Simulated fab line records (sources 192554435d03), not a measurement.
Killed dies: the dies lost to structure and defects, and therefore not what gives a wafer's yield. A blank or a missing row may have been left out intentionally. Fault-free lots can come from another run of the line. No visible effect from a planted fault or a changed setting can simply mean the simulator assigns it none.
fab line records	flow n5_finfet
record lots=11	wafers=31	last_day=17
route steps=1938 shown GATE_CUT@488 PASSIVATION@1936
lots untouched by any fault: they come from a run of this same line in which no faults occurred
start_h: start of the lot's first displayed wafer, in hours after the record's first day	wait_h: how many hours have passed since the lot's step before this one	" identical to the entry in the row above	L1.1+2: a single row standing in for several wafers	- no value present, or no start provided	* or withheld: withheld	< > ~ a bound
route shown NAME@n: names a module that has steps shown in the file, with the first one's number in the route	usual: the fault-free wafers' mean and standard deviation	same: alike in all rows	chamber/n: place in a boat	sites: readings site by site	_std_site: the standard deviation of these	_edge_site: inner sites' mean taken away from outer sites' mean	radius_mm: how far each site lies from the wafer's centre	mask NAME#n: copy n	behind: tool/chamber where the wafer was last shaped	hold: the reason the lot was held/the length of the hold in hours/how it ended	device: which transistor (n, p or np) failed to switch	end of line: at the end of the route, the tests of the same wafers	a step without rows: its recipe alone	killed: dies lost to structure and defects at the first sort, not the wafer's yield	map: per-die view of a wafer (x killed, . not killed, _ where there is no die)
set.NAME: the setting that was run; set.NAME@STEP: the one run at that earlier step	model.NAME: the simulator's own value behind a step, which no gauge read
route steps across a sampled set of lots; one table per step, one row per wafer
services: the hour from which a tool's chamber was out of use, counted from the record's first day as start_h (under 0 if before that day), plus the number of hours and why
## steps
# step N5_GATE_CUT_OVL_MEAS_14
# recipe points_per_wafer=522
# usual GATE_CUT_OVL=-0.1/0.64
lot.wafer	tool	chamber	start_h	wait_h	GATE_CUT_OVL[nm]
L799.2	overlay-02	0	104.02	0.0	-0.5
L799.3	"	0	"	"	0.7
L799.6	"	0	"	"	-0.5
L800.2	overlay-01	0	109.41	0.0	-0.6
L800.3	"	0	"	"	-0.2
L800.5	"	0	"	"	-0.5
L801.1	overlay-02	0	114.89	0.0	0.7
L801.4	"	0	"	"	0.6
L801.6	"	0	"	"	0.7
L803.2	overlay-02	0	125.72	0.0	0.0
L803.3	"	0	"	"	-0.4
L803.4	"	0	"	"	-0.7
L804.1	overlay-02	0	131.72	0.0	0.4
L804.2	"	0	"	"	1.0
L804.4	"	0	"	"	0.9
L812.3	overlay-01	0	182.73	0.0	-1.0
L812.4	"	0	"	"	-1.2
L812.6	"	0	"	"	-0.1
L815.3	overlay-02	0	198.06	0.0	0.5
L815.4	"	0	"	"	0.8
L816.1	overlay-01	0	208.33	0.0	0.1
L816.5	"	0	"	"	-0.2
L816.6	"	0	"	"	0.6
L817.2	overlay-02	0	211.23	0.0	-0.3
L817.3	"	0	"	"	-0.5
L817.5	"	0	"	"	-0.5
L818.1	overlay-01	0	214.97	0.0	-0.1
L818.5	"	0	"	"	-1.6
L819.2	overlay-02	0	223.08	0.0	0.7
L819.3	"	0	"	"	0.2
L819.6	"	0	"	"	0.4
# step N5_GATE_CUT_DESCUM_18
# recipe chemistry=O2	time_s=7	source_power_w=50	bias_power_w=20	pressure_mtorr=20	rf_frequency_hz=2.712e+07	temp_c=40	resist=CAR-EUV	o2_flow_sccm=225
# usual drypump_motor_current_A=5.8/0.36	oes_product_au=0.81/0.074	rf_vpp_V=243.4/1.6	showerhead_plenum_p_Torr=2.12/0.087	throttle_valve_pct=20.40/0.27
lot.wafer	tool	chamber	start_h	wait_h	drypump_motor_current_A	oes_product_au	rf_hours_counter_h	rf_vpp_V	showerhead_plenum_p_Torr	throttle_valve_pct
L799.2	rie_diel-04	3	104.46	0.4	6.0	0.96	1	243.5	2.14	20.47
L799.3	"	1	"	"	5.5	0.72	185	242.7	2.06	20.29
L799.6	"	3	"	"	6.0	0.95	-	243.6	2.14	20.45
L800.2	rie_diel-02	1	109.50	0.0	5.6	0.94	24	244.2	2.26	20.27
L800.3	"	2	"	"	6.5	0.83	58	242.3	2.04	20.84
L800.5	"	1	"	"	5.7	0.94	-	245.2	2.25	20.27
L801.1	rie_diel-06	1	114.98	0.0	6.2	0.88	29	243.5	2.05	20.01
L801.4	"	2	"	"	6.0	0.86	60	246.0	2.23	20.36
L801.6	"	1	"	"	6.2	0.88	-	241.3	2.05	20.01
L803.2	rie_diel-06	1	125.81	0.0	6.2	0.88	33	241.5	2.05	20.04
L803.3	"	3	"	"	5.6	0.77	145	244.8	2.19	20.34
L803.4	"	2	"	"	6.0	0.85	64	246.4	2.23	20.37
L804.1	rie_diel-02	3	131.81	0.0	5.8	0.85	58	245.8	2.23	19.98
L804.2	"	1	"	"	5.6	0.92	30	244.6	2.25	20.28
L804.4	"	2	"	"	6.5	0.82	65	243.1	2.04	20.85
L812.3	rie_diel-04	2	182.81	0.0	5.4	0.83	93	241.4	2.02	20.48
L812.4	"	1	"	"	5.5	0.71	211	242.8	2.06	20.35
L812.6	"	0	"	"	5.6	0.94	-	240.7	2.06	20.18
L815.3	rie_diel-06	0	198.60	0.5	5.6	0.71	204	241.2	2.01	20.71
L815.4	"	1	"	"	6.2	0.85	55	242.8	2.04	20.06
L816.1	rie_diel-06	0	208.97	0.6	5.6	0.71	206	240.7	2.01	20.72
L816.5	"	0	"	"	5.6	0.71	-	241.9	2.01	20.72
L816.6	"	3	"	"	5.6	0.75	-	244.2	2.18	20.37
L817.2	rie_diel-02	0	211.32	0.0	5.1	0.74	166	243.8	2.20	20.83
L817.3	"	2	"	"	6.5	0.78	90	243.4	2.03	20.88
L817.5	"	3	"	"	5.9	0.81	-	245.7	2.22	20.03
L818.1	rie_diel-02	2	215.09	0.1	6.5	0.79	91	243.0	2.03	20.90
L818.5	"	1	"	"	5.6	0.89	-	245.8	2.24	20.31
L819.2	rie_diel-06	1	223.17	0.0	6.2	0.83	62	241.7	2.04	20.07
L819.3	"	0	"	"	5.6	0.71	211	242.0	2.01	20.72
L819.6	"	1	"	"	6.2	0.83	-	241.8	2.04	20.08
# step N5_GATE_CUT_ETCH_28
# recipe chemistry=N2/H2	target=underlayer	target_depth_a=130	mask_material=CAR-EUV	time_s=10.4	ion_energy_ev=200	pressure_mtorr=30	source_w=840	bias_w=150	n2_flow_sccm=200	h2_flow_sccm=200	ends=cleared
# usual drypump_motor_current_A=5.8/0.36	etch_rf_on_time_s=10.48/0.25	oes_product_au=0.69/0.068	rf_vpp_V=524.3/2.9	showerhead_plenum_p_Torr=2.56/0.098	throttle_valve_pct=17.74/0.24
lot.wafer	tool	chamber	start_h	wait_h	drypump_motor_current_A	etch_rf_on_time_s	oes_product_au	rf_hours_counter_h	rf_vpp_V	showerhead_plenum_p_Torr	throttle_valve_pct
L799.2	rie_diel-04	3	104.50	0.0	6.0	10.08	0.84	1	526.1	2.59	17.79
L799.3	"	1	"	"	5.5	10.80	0.61	185	522.4	2.51	17.76
L799.6	"	3	"	"	6.0	10.06	0.84	-	526.1	2.59	17.81
L800.2	rie_diel-02	1	109.53	0.0	5.6	10.52	0.79	24	526.9	2.72	17.70
L800.3	"	2	"	"	6.5	10.67	0.70	58	521.2	2.48	18.16
L800.5	"	1	"	"	5.6	10.44	0.78	-	528.3	2.72	17.71
L801.1	rie_diel-06	1	115.01	0.0	6.2	10.23	0.78	29	521.2	2.50	17.53
L801.4	"	2	"	"	6.0	10.44	0.74	60	526.4	2.67	17.45
L801.6	"	1	"	"	6.2	10.24	0.77	-	522.3	2.50	17.53
L803.2	rie_diel-06	1	125.84	0.0	6.2	10.38	0.75	33	521.6	2.50	17.56
L803.3	"	3	"	"	5.6	10.70	0.66	145	526.3	2.65	17.71
L803.4	"	2	"	"	6.0	10.63	0.72	64	527.9	2.67	17.47
L804.1	rie_diel-02	3	131.85	0.0	5.9	10.15	0.73	58	527.2	2.68	17.23
L804.2	"	1	"	"	5.6	10.57	0.78	30	528.5	2.72	17.69
L804.4	"	2	"	"	6.5	10.50	0.69	65	520.9	2.47	18.15
L812.3	rie_diel-04	2	182.85	0.0	5.3	10.22	0.71	93	521.5	2.45	17.94
L812.4	"	1	"	"	5.6	10.61	0.60	211	522.5	2.50	17.80
L812.6	"	0	"	"	5.7	10.49	0.79	-	521.8	2.49	17.48
L815.3	rie_diel-06	0	198.64	0.0	5.6	10.82	0.61	204	520.0	2.41	17.92
L815.4	"	1	"	"	6.2	10.27	0.73	55	523.4	2.49	17.58
L816.1	rie_diel-06	0	209.01	0.0	5.6	10.89	0.60	206	521.2	2.41	17.93
L816.5	"	0	"	"	5.6	10.80	0.61	-	520.2	2.41	17.93
L816.6	"	3	"	"	5.6	10.66	0.64	-	527.6	2.64	17.79
L817.2	rie_diel-02	0	211.35	0.0	5.1	10.13	0.64	166	526.2	2.65	18.07
L817.3	"	2	"	"	6.5	10.76	0.65	90	522.8	2.46	18.19
L817.5	"	3	"	"	5.9	10.49	0.70	-	527.1	2.67	17.28
L818.1	rie_diel-02	2	215.13	0.0	6.5	10.73	0.66	91	521.9	2.46	18.19
L818.5	"	1	"	"	5.6	10.48	0.74	-	529.1	2.71	17.76
L819.2	rie_diel-06	1	223.20	0.0	6.2	10.25	0.72	62	522.4	2.49	17.59
L819.3	"	0	"	"	5.6	10.80	0.60	211	519.8	2.41	17.93
L819.6	"	1	"	"	6.2	10.23	0.72	-	521.6	2.49	17.59
# step N5_GATE_CUT_CUT_ETCH_53
# recipe chemistry=SF6/Cl2	target=W	mask_material=SiO2	target_depth_a=792	pressure_mtorr=8	icp_w=900	bias_w=80	SF6_flow_sccm=40	Cl2_flow_sccm=60	ends=cleared
# usual drypump_motor_current_A=6.0/0.49	etch_rf_on_time_s=26.2/0.41	oes_product_au=0.64/0.085	throttle_valve_pct=29.02/0.2
lot.wafer	tool	chamber	start_h	wait_h	drypump_motor_current_A	etch_rf_on_time_s	oes_product_au	rf_hours_counter_h	throttle_valve_pct
L799.2	rie_metal-02	1	104.86	0.1	5.1	25.9	0.54	122	29.11
L799.3	"	1	"	"	5.1	25.7	0.55	-	29.12
L799.6	"	0	"	"	6.0	26.8	0.71	-	28.98
L800.2	rie_metal-01	0	109.89	0.1	6.4	26.6	0.69	40	28.92
L800.3	"	0	"	"	6.4	26.5	0.70	-	28.92
L800.5	"	1	"	"	6.5	25.7	0.57	-	29.24
L801.1	rie_metal-02	0	115.37	0.1	6.0	26.2	0.73	35	28.97
L801.4	"	0	"	"	6.0	18.1	0.91	-	28.97
L801.6	"	0	"	"	6.0	26.3	0.71	-	28.97
L803.2	rie_metal-03	0	126.20	0.1	5.6	26.8	0.64	78	29.05
L803.3	"	0	"	"	5.6	26.5	0.64	-	29.06
L803.4	"	1	"	"	5.9	26.1	0.84	-	28.47
L804.1	rie_metal-02	1	132.21	0.1	5.1	25.8	0.54	125	29.12
L804.2	"	0	"	"	6.0	18.4	0.89	36	28.97
L804.4	"	0	"	"	6.0	18.4	0.90	-	29.00
L812.3	rie_metal-01	0	183.22	0.1	6.4	26.5	0.68	-	28.94
L812.4	"	1	"	"	6.5	25.7	0.56	-	29.25
L812.6	"	0	"	"	6.4	26.4	0.68	-	28.94
L815.3	rie_metal-01	0	199.02	0.1	6.4	26.7	0.68	-	28.94
L815.4	"	1	"	"	6.5	26.0	0.55	-	29.24
L816.1	rie_metal-02	0	209.36	0.1	6.0	26.4	0.70	44	28.97
L816.5	"	0	"	"	6.0	26.4	0.69	-	29.00
L816.6	"	0	"	"	6.0	26.3	0.69	-	28.97
L817.2	rie_metal-01	1	211.71	0.1	6.5	25.6	0.55	127	29.23
L817.3	"	1	"	"	6.5	25.4	0.56	-	29.26
L817.5	"	1	"	"	6.5	25.6	0.55	-	29.25
L818.1	rie_metal-01	1	215.49	0.1	6.5	25.9	0.55	128	29.25
L818.5	"	1	"	"	6.5	25.8	0.55	-	29.23
L819.2	rie_metal-03	0	223.56	0.1	5.6	26.0	0.63	86	29.10
L819.3	"	0	"	"	5.6	26.3	0.62	-	29.07
L819.6	"	1	"	"	5.8	26.2	0.80	-	28.48
# step N5_PASSIVATION_PROBE_49
# usual killed_at_M0_to_M3=32/9.7	killed_at_M4_up=14/5.3	killed_at_contacts=11/6	killed_at_front_end=39/14	killed_at_other=3.3/2.7	killed_dies=100/17	killed_open=66/13	killed_short=32/7.4
# same gross_dies=1180	killed_at_back_side=0
lot.wafer	tool	chamber	start_h	wait_h	killed_at_M0_to_M3	killed_at_M4_up	killed_at_contacts	killed_at_front_end	killed_at_other	killed_dies	killed_open	killed_short
L804.4	prober-02	-	311.48	0.2	25	7	10	45	3	90	55	33
# killed by level:class
L804.4 FIN_SAQP:geometric_particle:short=16 STI_FIN_REVEAL:geometric_particle:open=10 MOL_CONTACT_COAG:geometric_particle:open=9 FIN_SAQP:geometric_particle:open=7 BEOL_M0_SAQP:geometric_particle:open=5 BEOL_M1:geometric_particle:open=5 BEOL_M0_SAQP:geometric_particle:short=4 BEOL_M2:geometric_particle:open=4
## services
tool	chamber	start_h	hours	kind
rie_diel-02	0	80.68	14.0	repair
rie_diel-04	2	97.38	9.7	repair
rie_diel-04	0	107.21	-	clean
rie_diel-04	0	107.21	-	consumable_replace:focus_ring
rie_diel-04	0	107.21	27.2	scheduled_down
rie_diel-04	0	107.21	27.2	vent_cycle
rie_diel-02	3	139.39	2.0	repair
rie_diel-04	3	146.43	9.5	repair
rie_diel-06	1	181.26	7.0	repair
rie_diel-06	2	187.71	4.6	repair
rie_metal-02	1	208.28	-	clean
rie_metal-02	1	208.28	27.7	scheduled_down
rie_metal-02	1	208.28	27.7	vent_cycle
rie_metal-01	0	214.85	8.2	repair
rie_metal-02	-	220.54	1.9	repair
## key
first_sign step=N5_GATE_CUT_CUT_ETCH_53	reading=etch_rf_on_time_s	direction=down	sigmas=19	usual=*	struck=*
effect step=N5_GATE_CUT_CUT_ETCH_53	reading=oes_product_au	direction=up	sigmas=3	usual=0.64	struck=0.90
met_at N5_GATE_CUT_CUT_ETCH_53
struck_lots L801,L804
struck_wafers L801.4,L804.2,L804.4
tester_left_out L801,L804
not_acting_at N5_GATE_CUT_OVL_MEAS_14,N5_GATE_CUT_DESCUM_18,N5_GATE_CUT_ETCH_28
onset_between 104.86 115.37
fault kind=process_parameter_drift	tool=rie_metal-02	chamber=-	onset_h=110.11	steps=N5_GATE_CUT_CUT_ETCH_53	channel=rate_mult	offset=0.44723	shape=step	end_h=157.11	scope=struck_wafers_only
# tester_left_out: of these lots the tester's yield and bins aren't shown, on N5 and GAA mostly nor the transistor test; their killed dies are dies lost to structure and defects alone, not to doping, threshold or leakage, so they don't give the yield
